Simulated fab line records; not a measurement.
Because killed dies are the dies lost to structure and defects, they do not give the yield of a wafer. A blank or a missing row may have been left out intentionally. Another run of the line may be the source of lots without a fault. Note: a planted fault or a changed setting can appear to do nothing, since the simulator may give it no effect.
Struck lot and sound lot, side by side :: flow nand-harc :: 15 out of 1302 route steps
Sound: these wafers, L111.4, L111.5, L111.6. Struck: wafers L109.1, L109.3, L109.5. The cause is named last.
At each step with rows: each side's tool, then ch and its chambers, then its first start. Under that, the readings that differ: sound wafers :: struck wafers :: difference of the means :: sigmas: that difference in standard deviations of wafers without a fault.
alike: words and numbers the same on both sides, and readings whose means are apart by under 2 such deviations; not compared: readings that were withheld, readings missing a value for some wafer, numbers with overlapping values and no deviation given by the record, and bounds like >300 which may hide the same value.
A row with sigmas, a row that says differs or no value, or rows on one side alone: a step with any of these is where the two part. Numbers that don't overlap but have no deviation are shown without sigmas and don't part them. A reading that every wafer of one side lacks parts them only if that side has two wafers or more.

first, 1 step without rows for these wafers: NHARC_A_CHANNEL_HOLE_D2_SRD_30.
NHARC_A_CHANNEL_HOLE_D2_CD_MEAS_31:
  struck on cd-sem-01, day 16 13:21; sound on cd-sem-01, day 17 18:09
  alike: cd-nm
then, 1 step without rows for these wafers: NHARC_A_CHANNEL_HOLE_D2_XSEM_32.
NHARC_A_CHANNEL_HOLE_D2_INSPECT_40:
  struck on defect-inspect-01, day 16 13:32; sound on defect-inspect-02, day 17 18:20
  alike: raw-defect-count
then, 3 steps without rows for these wafers: NHARC_A_CHANNEL_FILL_D2_PRECLEAN_00 (cleans in SC1); NHARC_A_CHANNEL_FILL_D2_SRD_01; NHARC_A_CHANNEL_FILL_D2_ALD_02 (deposits SiO2, target thk 6 nm, pulse time 10 s, ald cycles 60).
NHARC_A_CHANNEL_FILL_D2_ALD_03: deposits SiNx, target thk 6 nm, pulse time 60 s, ald cycles 58.
  sound on ald-sin-batch-02 ch 0; struck on ald-sin-batch-01 ch 0
  alike: precursor-pulse-height-rel
NHARC_A_CHANNEL_FILL_D2_ALD_14: deposits SiO2, target thk 2.5 nm, pulse time 10 s, ald cycles 25.
  sound on ald-hk-02 ch 0,1,2, day 18 01:36; struck on ald-hk-02 ch 0,2, day 16 20:46
  alike: heater-power-w, precursor-pulse-height-rel
NHARC_A_CHANNEL_FILL_D2_ALD_15: deposits SiNx, target thk 2 nm, pulse time 60 s, ald cycles 19.
  sound on ald-sin-batch-01 ch 0; struck on ald-sin-batch-03 ch 0
  alike: precursor-pulse-height-rel
NHARC_A_CHANNEL_FILL_D2_ALD_16: deposits SiO2, target thk 1.5 nm, pulse time 10 s, ald cycles 15.
  sound on ald-hk-03 ch 2,3, day 18 06:41; struck on ald-hk-04 ch 1,2,3, day 17 01:57
  alike: heater-power-w, precursor-pulse-height-rel
then, 1 step without rows for these wafers: NHARC_A_CHANNEL_FILL_D2_ANNEAL_17 (time 1800 s).
NHARC_A_CHANNEL_FILL_D2_CVD_18: deposits poly-Si, target thk 3 nm.
  sound on lpcvd-poly-03 ch 0, day 18 16:21; struck on lpcvd-poly-04 ch 0, day 17 15:40
reading: zone-power-centre-pct (%)
sound: 6.7 6.7 6.6
struck: 8.0 8.3 8.2
difference: +1.5
sigmas: +2
  alike: spike-tc-centre-C, zone-power-bottom-pct, zone-power-upper-pct
NHARC_A_CHANNEL_FILL_D2_ETCHBACK_19: etches the open film in HBr/Cl2, target depth 5 nm, time 1.7 s.
  sound on rie-si-04 ch 2,3, day 18 18:26; struck on rie-si-05 ch 0,1,2, day 17 18:04
  alike: bias-w, drypump-motor-current-A, oes-product-au, throttle-valve-pct
  not compared: rf-hours-counter-h
-- record jumps: 10 days between struck wafers' starts before vs after; left off in module A_CHANNEL_FILL_D2, resumes in module END, first step shown is number 1302 of the route --
NHARC_END_SORT_01:
  at this point the record logs the struck wafers (prober-02 ch 0, day 27 19:35) and has no rows for the sound ones

== WHERE THEY PART ==
First at NHARC_A_CHANNEL_FILL_D2_CVD_18; last, within this record, at NHARC_END_SORT_01.

WHY: whatever the simulator had introduced
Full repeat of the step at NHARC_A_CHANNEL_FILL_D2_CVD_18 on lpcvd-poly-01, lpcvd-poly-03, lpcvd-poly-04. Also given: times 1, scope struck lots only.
